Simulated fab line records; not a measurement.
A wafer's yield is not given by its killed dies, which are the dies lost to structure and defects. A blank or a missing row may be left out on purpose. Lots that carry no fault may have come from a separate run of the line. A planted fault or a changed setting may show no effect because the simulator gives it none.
Split-lot experiment -- flow n5Finfet -- on a route of 1938 steps: 7 lots, 21 wafers read

SPLIT DETAILS
At N5_MOL_CONTACT_COAG_ETCH_105 (etches SiARC in CF4, target depth 15.6 nm, time 26 s), the setting biasW was moved away from the recipe's 36 W on 6 of the 21 wafers read, by -10.0% to +17.4%. For the rest of the wafers, this setting stayed at what the recipe calls for.

The split's own step is where the reading is taken.

THE READING
rfVppV, in V, at N5_MOL_CONTACT_COAG_ETCH_105 (etches SiARC in CF4, target depth 15.6 nm, time 26 s). Typical for fault-free wafers on this fab line: 184.2 V, with standard deviation 1.1 V.

wafer,"tool, chamber at the split","biasW as run, W",against the recipe,"rfVppV, V",against lot-mates on the recipe
L076.2,"rieDiel-03, 1",36,recipe,183.9,-
L076.4,"rieDiel-03, 0",36,recipe,186.3,-
L076.6,"rieDiel-03, 3",40.66,+12.9%,198.7,+13.6
L082.1,"rieDiel-03, 0",36,recipe,184.2,-
L082.2,"rieDiel-03, 2",36,recipe,182.3,-
L082.4,"rieDiel-03, 3",36,recipe,183.9,-
L085.2,"rieDiel-03, 1",32.4,-10.0%,172.7,-11.7
L085.3,"rieDiel-03, 0",32.4,-10.0%,172.8,-11.6
L085.5,"rieDiel-03, 0",36,recipe,184.4,-
L090.1,"rieDiel-03, 1",36,recipe,184.2,-
L090.2,"rieDiel-03, 3",36,recipe,184.4,-
L090.6,"rieDiel-03, 0",42.25,+17.4%,205.0,+20.7
L091.1,"rieDiel-03, 3",33.19,-7.8%,172.8,-12.5
L091.4,"rieDiel-03, 0",36,recipe,185.3,-
L091.5,"rieDiel-03, 0",33.19,-7.8%,174.3,-11.0
L095.4,"rieDiel-03, 0",36,recipe,184.6,-
L095.5,"rieDiel-03, 2",36,recipe,181.5,-
L095.6,"rieDiel-03, 1",36,recipe,184.4,-
L096.3,"rieDiel-04, 3",36,recipe,184.4,-
L096.5,"rieDiel-04, 1",36,recipe,184.0,-
L096.6,"rieDiel-04, 3",36,recipe,183.9,-

FIT RESULTS
A straight line over all 21 wafers: rfVppV changes by +1.19 V for each +1% of biasW; r = +0.99; the points scatter about the line by 1.1 V.
The same after taking each lot's own level away (the mean of its wafers on the recipe; 21 wafers): +1.2 V for each +1%; r = +0.99; scatter 1.2 V.
Per that fit: largest biasW move, reading shift of 21 V.
Across the lots, their own levels run from 183.47 to 185.30 V, a range of 1.7 times the standard deviation given above.
Consequently the slope shifts little with the lot-to-lot level, the two slopes agreeing.
Check: +20.5 V against its lot-mates is what the line predicts for one of the wafers moved furthest among these (+17.4%) when that wafer is left out of the fit. Against them it came out at +20.7 V.
Tool readings at the split's step, against how far the setting was moved: rfVppV r = +0.99.

THESE WAFERS: OTHER SPLITS
These wafers also went through other splits before the reading. Each is held against what the fit with the lots' levels taken away leaves over:
other split on the same wafers,wafers away from the commonest value,r with rfVppV (lot level and that fit taken away)
N5_ZERO_LAYER_ETCH_18 icpW,3,-0.01
N5_WELL_APT_EXPOSE_05 doseMj,7,+0.01
N5_DUMMY_GATE_COAT_28 spinRpm,8,+0.14
N5_DUMMY_GATE_EXPOSE_12 doseMj,7,-0.28
N5_SD_EPI_N_COAT_33 spinRpm,9,+0.11
N5_SD_EPI_N_DESCUM_14 timeS,5,+0.42
N5_ILD0_CMP_03 downForcePsi,6,+0.10
N5_SDB_COAT_03 spinRpm,5,-0.05
N5_HKMG_FIN_COAT_06 spinRpm,9,-0.30

THE FILE'S OWN FIT
rfVppV changes by +1.18 V for each +1% of biasW, r = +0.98.
